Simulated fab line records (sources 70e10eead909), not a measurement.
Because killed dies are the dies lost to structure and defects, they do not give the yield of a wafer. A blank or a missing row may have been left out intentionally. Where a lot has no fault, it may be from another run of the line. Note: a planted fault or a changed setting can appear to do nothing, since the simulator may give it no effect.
Which tool was responsible?	flow nandHarc	Sampling: 14 lots, 41 wafers, 5 of 1302 route steps

## WHAT EACH GAUGE READ, for each wafer
NHARC_END_SORT_01.
lot	measured	on	killedAtArray	killedAtOther	killedAtPeriphery	killedDies	killedOpen	killedShort
L645	day 30 03:07	prober-01	68 676 72	0 0 0	1 1 3	69 677 75	2 4 0	4 1 3
L647	day 30 16:14	prober-01	62 85 668	0 2 0	6 7 9	68 94 677	2 3 3	3 5 6
L646	day 30 15:24	prober-02	34 666	1 0	10 11	45 677	5 1	3 2

## WHICH TOOL RAN EACH LOT (tool, then ch and the chambers of the sampled wafers, then the start)
lot	NHARC_A_CONTACT_ETCH_134	NHARC_A_CONTACT_ETCH_136	NHARC_A_CONTACT_ETCH_137	NHARC_A_CONTACT_ALD_18
L632	harCapEtch-03 ch 0,1, day 22 06:44	harCapEtch-03 ch 0,1, day 22 07:13	harCapEtch-03 ch 0,1, day 22 07:29	aldMetal-01 ch 0,1,2, day 22 09:46
L631	harCapEtch-02 ch 0,1, day 22 07:46	harCapEtch-02 ch 0,1, day 22 08:14	harCapEtch-02 ch 0,1, day 22 08:31	aldMetal-02 ch 0,2,3, day 22 10:56
L630	harCapEtch-03 ch 0,1, day 22 19:43	harCapEtch-03 ch 0,1, day 22 20:12	harCapEtch-03 ch 0,1, day 22 20:28	aldMetal-04 ch 1,2,3, day 22 22:53
L633	harCapEtch-01 ch 0, day 24 00:58	harCapEtch-01 ch 0, day 24 01:28	harCapEtch-01 ch 0, day 24 01:44	aldMetal-01 ch 0,2,3, day 24 04:02
L634	harCapEtch-03 ch 0,1, day 24 02:26	harCapEtch-03 ch 0,1, day 24 02:55	harCapEtch-03 ch 0,1, day 24 03:11	aldMetal-04 ch 1,2,3, day 24 05:25
L636	harCapEtch-01 ch 0,1, day 24 04:19	harCapEtch-01 ch 0,1, day 24 04:49	harCapEtch-01 ch 0,1, day 24 05:05	aldMetal-02 ch 0,1,3, day 24 07:17
L638	harCapEtch-02 ch 0,1, day 26 04:26	harCapEtch-02 ch 0,1, day 26 04:54	harCapEtch-02 ch 0,1, day 26 05:10	aldMetal-01 ch 0,1, day 26 07:28
L639	harCapEtch-03 ch 0,1, day 26 04:48	harCapEtch-03 ch 0,1, day 26 05:18	harCapEtch-03 ch 0,1, day 26 05:34	aldMetal-04 ch 2,3, day 26 08:02
L641	harCapEtch-01 ch 0,1, day 26 22:50	harCapEtch-01 ch 0,1, day 26 23:20	harCapEtch-01 ch 0,1, day 26 23:36	aldMetal-02 ch 0,2,3, day 27 01:47
L645	harCapEtch-01 ch 0,1, day 27 21:56	harCapEtch-01 ch 0,1, day 27 22:25	harCapEtch-01 ch 0,1, day 27 22:41	aldMetal-04 ch 1,3, day 28 00:53
L647	harCapEtch-01 ch 0,1, day 28 11:24	harCapEtch-01 ch 0,1, day 28 11:52	harCapEtch-01 ch 0,1, day 28 12:08	aldMetal-04 ch 1,2,3, day 28 14:25
L646	harCapEtch-03 ch 1, day 28 16:14	harCapEtch-03 ch 1, day 28 16:43	harCapEtch-03 ch 1, day 28 16:59	aldMetal-04 ch 1,2, day 28 19:14
L651	harCapEtch-01 ch 0,1, day 30 23:10	harCapEtch-01 ch 0,1, day 30 23:38	harCapEtch-01 ch 0,1, day 30 23:55	aldMetal-01 ch 0,2,3, day 31 02:08
L653	harCapEtch-03 ch 0,1, day 32 04:49	harCapEtch-03 ch 0,1, day 32 05:17	harCapEtch-03 ch 0,1, day 32 05:34	aldMetal-02 ch 0,2, day 32 07:52
- NHARC_A_CONTACT_ETCH_134: etches the open film in C4F8/O2/Ar, time 140 s, target depth 700 nm.
- NHARC_A_CONTACT_ETCH_136: etches the open film in C4F8/O2/Ar, time 311 s, target depth 1912 nm.
- NHARC_A_CONTACT_ETCH_137: etches the open film in C4F8/O2/Ar, time 311 s, target depth 1912 nm.
- NHARC_A_CONTACT_ALD_18: deposits TiN, target thk 3 nm, pulse time 1 s, ald cycles 150.

## AS READ BY THE TOOLS THEMSELVES (means over the sampled wafers that have a number; for cases with no such wafer, the mark the record gives instead)
NHARC_A_CONTACT_ALD_18.
lot	tool	heaterPowerOuterW (W)	heaterPowerW (W)	precursorPulseHeightRel
L632	aldMetal-01	745	1172	1.009
L631	aldMetal-02	714	1193	1.005
L630	aldMetal-04	673	1021	1.003
L633	aldMetal-01	677	1059	0.997
L634	aldMetal-04	658	1025	0.975
L636	aldMetal-02	696	1151	0.993
L638	aldMetal-01	790	1223	0.990
L639	aldMetal-04	607	996	1.003
L641	aldMetal-02	705	1172	0.982
L645	aldMetal-04	723	1095	1.002
L647	aldMetal-04	660	1013	0.999
L646	aldMetal-04	626	994	1.001
L651	aldMetal-01	666	1052	0.993
L653	aldMetal-02	754	1292	1.017

## THE ANSWER, worked out from the rows above alone
Rule: the usual values come from the lots themselves. Put in order of their means at a reading, lots are off if they are a third of the lots or fewer, leave a main group of 4 or more, and stand apart from it by a gap of 3 or more times the standard deviation of the main group's means; of several such gaps the widest counts. If all means in a main group match to the digits the tables above print for the reading, that group is not used. A lot without any number at a reading at which 4 lots or more have one is off too. Any other lot the step has rows for is counted as sound. Order of review: gauges by route order, followed by the tools' own readings, for which a lot's mean as printed above is used. At the first step where some lot is off, the reading lying furthest off is the one used; lots without a number count as furthest.
No lot is off at any reading shown: from this, nothing can be told.

## WHAT WAS PUT IN BY THE SIMULATOR
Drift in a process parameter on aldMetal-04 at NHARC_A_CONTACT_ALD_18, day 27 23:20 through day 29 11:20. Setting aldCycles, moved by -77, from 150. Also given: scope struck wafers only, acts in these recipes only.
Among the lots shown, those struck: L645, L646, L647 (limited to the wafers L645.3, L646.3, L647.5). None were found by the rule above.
